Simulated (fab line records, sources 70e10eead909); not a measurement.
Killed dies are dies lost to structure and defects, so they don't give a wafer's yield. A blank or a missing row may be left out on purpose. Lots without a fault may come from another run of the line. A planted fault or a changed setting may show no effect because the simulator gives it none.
One fault seen from 2 desks | flow nand_harc | each desk has only its own numbers; what lay behind them comes last

THE TOOL OWNER'S DESK: furnace-06
The tool's own readings at NHARC_THIN_TSV_ANNEAL_58 (time 1800 s): means of the sampled wafers that have a number, for each lot that ran on this tool. A lot is out of limits, marked OUT, if its mean lies more than 4 standard deviations from the usual mean; the brackets give that distance.
Columns: A = run_length_s at NHARC_THIN_TSV_ANNEAL_58, usual 1832 s; B = spike_tc_bottom_C at NHARC_THIN_TSV_ANNEAL_58, usual 425.1 C; C = zone_power_centre_pct at NHARC_THIN_TSV_ANNEAL_58, usual 4.34 %
lot  | first seen here | A    | B     | C
L661 | day 29 16:04    | 1830 | 425.0 | 4.50
This desk's finding: nothing out of limits on the one lot.

THE METROLOGY DESK
What the gauges read, lot by lot, whatever tool the lot ran on: means of the sampled wafers that have a number. A lot is out of limits, marked OUT, if its mean lies more than 4 standard deviations from the usual mean; the brackets give that distance.
Columns: A = cd_nm at NHARC_THIN_TSV_CD_MEAS_37, usual 4999.4 nm
lot  | first seen here | A
L649 | day 24 10:52    | 4998.2
L652 | day 25 04:16    | 5004.3
L650 | day 25 05:26    | 5000.7
L660 | day 28 23:31    | 5002.6
L661 | day 29 12:55    | 4998.8
L663 | day 30 00:29    | 4996.1
L665 | day 30 02:00    | 4998.3
L664 | day 30 07:20    | 5001.9
L662 | day 30 11:32    | 4998.4
L667 | day 31 13:05    | 5001.4
L669 | day 32 10:08    | 4997.5
L668 | day 32 11:19    | 5001.1
L670 | day 32 20:18    | 4996.6
This desk's finding: nothing out of limits on any of the 13 lots.

PUT TOGETHER
The tool owner's desk saw nothing out of limits.
The metrology desk saw nothing out of limits.

WHAT THE SIMULATOR HAD PUT IN
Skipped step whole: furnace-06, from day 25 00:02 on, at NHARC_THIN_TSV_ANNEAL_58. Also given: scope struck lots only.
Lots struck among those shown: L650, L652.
